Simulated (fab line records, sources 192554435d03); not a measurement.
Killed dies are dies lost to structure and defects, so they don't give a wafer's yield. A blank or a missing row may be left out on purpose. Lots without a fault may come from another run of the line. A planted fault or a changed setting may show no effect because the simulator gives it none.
Which tool did it? | flow n5_finfet | 9 lots, 25 wafers sampled, at 5 steps of a route of 1938

WHAT THE GAUGES READ, wafer by wafer
N5_BEOL_M1_INSPECT_13: inspects for defects (brightfield). Usual: raw_defect_count 381, standard deviation 73.
lot  | measured     | on                | raw_defect_count | flag
L149 | day 6 00:08  | defect_inspect-02 | 342 356 275      |
L152 | day 6 21:04  | defect_inspect-02 | 460 368 547      |
L157 | day 8 07:34  | defect_inspect-02 | 399 355          |
L161 | day 9 08:42  | defect_inspect-01 | 358 362          |
L164 | day 9 20:11  | defect_inspect-02 | 472 464 301      |
L166 | day 10 12:17 | defect_inspect-01 | 472 338 649      |
L168 | day 10 21:44 | defect_inspect-02 | 307 321 358      |
L171 | day 11 21:18 | defect_inspect-01 | 341 383 307      |
L172 | day 12 06:02 | defect_inspect-02 | 421 329 347      |

N5_BEOL_M4_RC_MEAS_101. Usual: DIBL_N 35.7 mV/V, standard deviation 1.3; DIBL_P 35.4 mV/V, standard deviation 1.8; IOFF_N 0.152 nA/um, standard deviation 0.027; IOFF_P 0.20 nA/um, standard deviation 0.034; ION_N 672 uA/um, standard deviation 9.8; ION_P 461 uA/um, standard deviation 7.5; SS_N 71.4 mV/dec, standard deviation 0.55; SS_P 73.1 mV/dec, standard deviation 0.61; VT_N 251 mV, standard deviation 3.3; VT_P -251 mV, standard deviation 3.6.
lot  | measured     | on        | DIBL_N (mV/V)  | DIBL_P (mV/V)  | IOFF_N (nA/um)    | IOFF_P (nA/um) | ION_N (uA/um) | ION_P (uA/um) | SS_N (mV/dec)  | SS_P (mV/dec)  | VT_N (mV)   | VT_P (mV)      | flag
L149 | day 7 18:44  | prober-02 | 37.2 35.0 35.2 | 39.2 38.2 36.6 | 0.199 0.160 0.161 | 0.27 0.24 0.22 | 681 672 684   | 469 465 467   | 72.2 71.1 71.0 | 74.2 73.9 73.7 | 247 248 248 | -244 -246 -247 |
L152 | day 8 13:11  | prober-02 | 34.3 34.6 33.5 | 36.0 34.9 35.0 | 0.149 0.144 0.146 | 0.18 0.17 0.17 | 676 664 670   | 457 455 459   | 70.9 71.6 70.7 | 72.8 72.0 73.0 | 252 254 251 | -255 -253 -252 |
L157 | day 10 02:38 | prober-02 | 35.4 35.1      | 34.2 34.0      | 0.139 0.131       | 0.19 0.19      | 668 674       | 459 463       | 71.7 71.6      | 73.3 72.7      | 254 255     | -248 -253      |
L161 | day 11 00:00 | prober-02 | 34.9 34.1      | 34.6 33.3      | 0.135 0.125       | 0.17 0.15      | 656 659       | 443 449       | 72.0 70.1      | 73.0 73.0      | 252 251     | -259 -256      |
L164 | day 11 16:05 | prober-01 | 35.6 35.8 37.4 | 34.7 35.1 37.0 | 0.137 0.145 0.172 | 0.17 0.18 0.21 | 675 665 670   | 451 456 454   | 71.7 71.5 71.8 | 73.1 73.2 73.4 | 254 253 250 | -254 -256 -251 |
L166 | day 12 15:07 | prober-01 | 34.7 33.4 35.4 | 33.2 31.7 35.0 | 0.143 0.122 0.164 | 0.19 0.17 0.21 | 674 666 676   | 463 462 469   | 72.2 71.8 72.1 | 73.0 73.3 73.5 | 252 254 252 | -249 -251 -249 |
L168 | day 12 11:26 | prober-01 | 35.3 34.3 34.0 | 34.9 33.2 33.3 | 0.143 0.123 0.126 | 0.18 0.17 0.18 | 676 666 667   | 459 457 460   | 71.4 70.4 70.9 | 72.9 72.6 72.6 | 252 254 252 | -253 -254 -252 |
L171 | day 13 20:10 | prober-01 | 34.3 36.4 35.3 | 34.6 36.6 35.2 | 0.123 0.150 0.124 | 0.18 0.20 0.17 | 663 673 667   | 458 464 456   | 71.2 71.5 71.2 | 72.0 73.5 72.7 | 253 250 253 | -252 -250 -251 |
L172 | day 14 06:29 | prober-02 | 34.8 33.8 35.4 | 33.5 32.4 34.7 | 0.121 0.104 0.132 | 0.19 0.17 0.20 | 674 653 668   | 459 457 467   | 70.5 70.8 71.3 | 73.0 72.3 73.0 | 254 259 252 | -252 -253 -249 |

WHICH TOOL RAN EACH LOT (tool, then ch and the chambers of the sampled wafers, then the start)
lot  | N5_BEOL_M1_ETCH_74                 | N5_BEOL_M1_DESCUM_33               | N5_BEOL_M1_ALD_98
L149 | rie_diel-03 ch 0,2, day 6 00:28    | rie_diel-02 ch 0,1, day 6 01:26    | ald_sin-04 ch 0,1,2, day 6 01:35
L152 | rie_diel-02 ch 0,2,3, day 6 21:08  | rie_diel-03 ch 0,2,3, day 6 23:17  | ald_sin-04 ch 0,2,3, day 6 23:26
L157 | rie_diel-03 ch 0,3, day 8 07:38    | rie_diel-03 ch 0,3, day 8 08:28    | ald_sin-04 ch 1,3, day 8 08:44
L161 | rie_diel-02 ch 0,2, day 9 08:46    | rie_diel-03 ch 1,2, day 9 09:38    | ald_sin-04 ch 0,3, day 9 09:46
L164 | rie_diel-03 ch 2,3, day 9 20:16    | rie_diel-04 ch 0,1,2, day 9 21:06  | ald_sin-01 ch 0,2,3, day 9 21:19
L166 | rie_diel-02 ch 0,3, day 10 12:28   | rie_diel-02 ch 1,2, day 10 13:26   | ald_sin-01 ch 1,2, day 10 13:53
L168 | rie_diel-04 ch 0,1,3, day 10 21:48 | rie_diel-02 ch 1,2,3, day 10 22:52 | ald_sin-01 ch 0,2,3, day 10 23:00
L171 | rie_diel-04 ch 0,1, day 11 21:23   | rie_diel-03 ch 1,2,3, day 11 22:22 | ald_sin-01 ch 0,1,3, day 11 22:36
L172 | rie_diel-04 ch 0,2, day 12 06:07   | rie_diel-03 ch 0,2,3, day 12 07:17 | ald_sin-04 ch 1,3, day 12 08:46
- N5_BEOL_M1_ETCH_74: etches underlayer in N2/H2, target depth 6.5 nm, time 5.2 s.
- N5_BEOL_M1_DESCUM_33: chemistry O2, time 7 s.
- N5_BEOL_M1_ALD_98: deposits SiO2, target thk 2.5 nm, pulse time 1 s, co reactant pulse time 1 s.

WHAT THE TOOLS THEMSELVES READ (means of the sampled wafers that have a number; where no wafer has one, the mark that the record gives instead)
N5_BEOL_M1_ETCH_74. Usual: chamber_pressure_mTorr 30.00 mTorr, standard deviation 0.041; drypump_motor_current_A 5.8 A, standard deviation 0.4; etch_rf_on_time_s 5.22 s, standard deviation 0.084; n2_flow_sccm 200.0 sccm, standard deviation 0.59; oes_product_au 0.65 a.u., standard deviation 0.07; rf_vpp_V 522.9 V, standard deviation 2.5; showerhead_plenum_p_Torr 2.51 Torr, standard deviation 0.081; throttle_valve_pct 17.86 %, standard deviation 0.23.
lot  | tool        | chamber_pressure_mTorr (mTorr) | drypump_motor_current_A (A) | etch_rf_on_time_s (s) | n2_flow_sccm (sccm) | oes_product_au (a.u.) | rf_vpp_V (V) | showerhead_plenum_p_Torr (Torr) | throttle_valve_pct (%) | flag
L149 | rie_diel-03 | 29.98                          | 6.1                         | 5.24                  | 200.4               | 0.65                  | 522.4        | 2.44                            | 17.88                  |
L152 | rie_diel-02 | 30.00                          | 5.7                         | 5.34                  | 200.6               | 0.60                  | 524.6        | 2.55                            | 17.86                  |
L157 | rie_diel-03 | 30.05                          | 6.2                         | 5.23                  | 199.4               | 0.67                  | 521.0        | 2.44                            | 17.85                  |
L161 | rie_diel-02 | 29.99                          | 5.5                         | 5.18                  | 200.0               | 0.72                  | 522.5        | 2.52                            | 17.70                  |
L164 | rie_diel-03 | 30.01                          | 6.2                         | 5.24                  | 199.5               | 0.63                  | 521.6        | 2.44                            | 17.96                  |
L166 | rie_diel-02 | 29.97                          | 6.1                         | 5.16                  | 200.1               | 0.74                  | 525.1        | 2.58                            | 17.64                  |
L168 | rie_diel-04 | 29.98                          | 5.8                         | 5.24                  | 199.9               | 0.60                  | 523.5        | 2.55                            | 18.02                  |
L171 | rie_diel-04 | 29.98                          | 5.9                         | 5.27                  | 200.5               | 0.61                  | 524.7        | 2.60                            | 17.95                  |
L172 | rie_diel-04 | 30.00                          | 5.6                         | 5.24                  | 199.7               | 0.64                  | 522.0        | 2.50                            | 18.03                  |

N5_BEOL_M1_DESCUM_33. Usual: chamber_pressure_mTorr 20.001 mTorr, standard deviation 0.018; drypump_motor_current_A 5.9 A, standard deviation 0.43; oes_product_au 0.78 a.u., standard deviation 0.083; rf_vpp_V 242.4 V, standard deviation 1.5; showerhead_plenum_p_Torr 2.05 Torr, standard deviation 0.068; throttle_valve_pct 20.34 %, standard deviation 0.26.
lot  | tool        | chamber_pressure_mTorr (mTorr) | drypump_motor_current_A (A) | oes_product_au (a.u.) | rf_vpp_V (V) | showerhead_plenum_p_Torr (Torr) | throttle_valve_pct (%) | flag
L149 | rie_diel-02 | 20.005                         | 5.7                         | 0.77                  | 241.4        | 1.99                            | 20.14                  |
L152 | rie_diel-03 | 19.997                         | 6.2                         | 0.77                  | 241.8        | 2.01                            | 20.44                  |
L157 | rie_diel-03 | 20.002                         | 6.2                         | 0.78                  | 241.1        | 2.01                            | 20.51                  |
L161 | rie_diel-03 | 20.005                         | 5.5                         | 0.85                  | 244.0        | 2.07                            | 20.25                  |
L164 | rie_diel-04 | 19.998                         | 5.8                         | 0.80                  | 243.9        | 2.10                            | 20.42                  |
L166 | rie_diel-02 | 20.015                         | 5.5                         | 0.81                  | 240.5        | 1.97                            | 19.97                  |
L168 | rie_diel-02 | 20.004                         | 5.7                         | 0.87                  | 242.0        | 2.04                            | 19.94                  |
L171 | rie_diel-03 | 19.995                         | 5.7                         | 0.81                  | 242.5        | 2.04                            | 20.34                  |
L172 | rie_diel-03 | 19.992                         | 6.2                         | 0.74                  | 242.1        | 2.00                            | 20.50                  |

N5_BEOL_M1_ALD_98. Usual: chamber_pressure_Torr 2.000 Torr, standard deviation 0.0044; heater_power_w 79 W, standard deviation 6.9; precursor_pulse_height_rel 0.998, standard deviation 0.018.
lot  | tool       | chamber_pressure_Torr (Torr) | heater_power_w (W) | precursor_pulse_height_rel | flag
L149 | ald_sin-04 | 1.999                        | 82                 | 0.999                      |
L152 | ald_sin-04 | 2.002                        | 84                 | 1.005                      |
L157 | ald_sin-04 | 2.002                        | 82                 | 0.988                      |
L161 | ald_sin-04 | 2.002                        | 86                 | 1.003                      |
L164 | ald_sin-01 | 2.002                        | 74                 | 0.995                      |
L166 | ald_sin-01 | 1.998                        | 84                 | 0.994                      |
L168 | ald_sin-01 | 2.005                        | 73                 | 1.012                      |
L171 | ald_sin-01 | 1.999                        | 77                 | 0.989                      |
L172 | ald_sin-04 | 1.999                        | 84                 | 0.992                      |

THE ANSWER, worked out from the rows above alone
Rule: a lot is off if the mean of its wafers that have a number lies more than 3 standard deviations from the usual mean. A lot without any number at a reading at which 4 lots or more have one is off too. The other lots that the step has rows for count as sound. The gauges are gone through in route order, then the tools' own readings, and for those a lot's mean is taken as printed above. The first step at which some lot is off is used, and at that step the reading that is off furthest; a lot without a number counts as furthest.
No lot is off at any reading shown: from this, nothing can be told.

WHAT THE SIMULATOR HAD PUT IN
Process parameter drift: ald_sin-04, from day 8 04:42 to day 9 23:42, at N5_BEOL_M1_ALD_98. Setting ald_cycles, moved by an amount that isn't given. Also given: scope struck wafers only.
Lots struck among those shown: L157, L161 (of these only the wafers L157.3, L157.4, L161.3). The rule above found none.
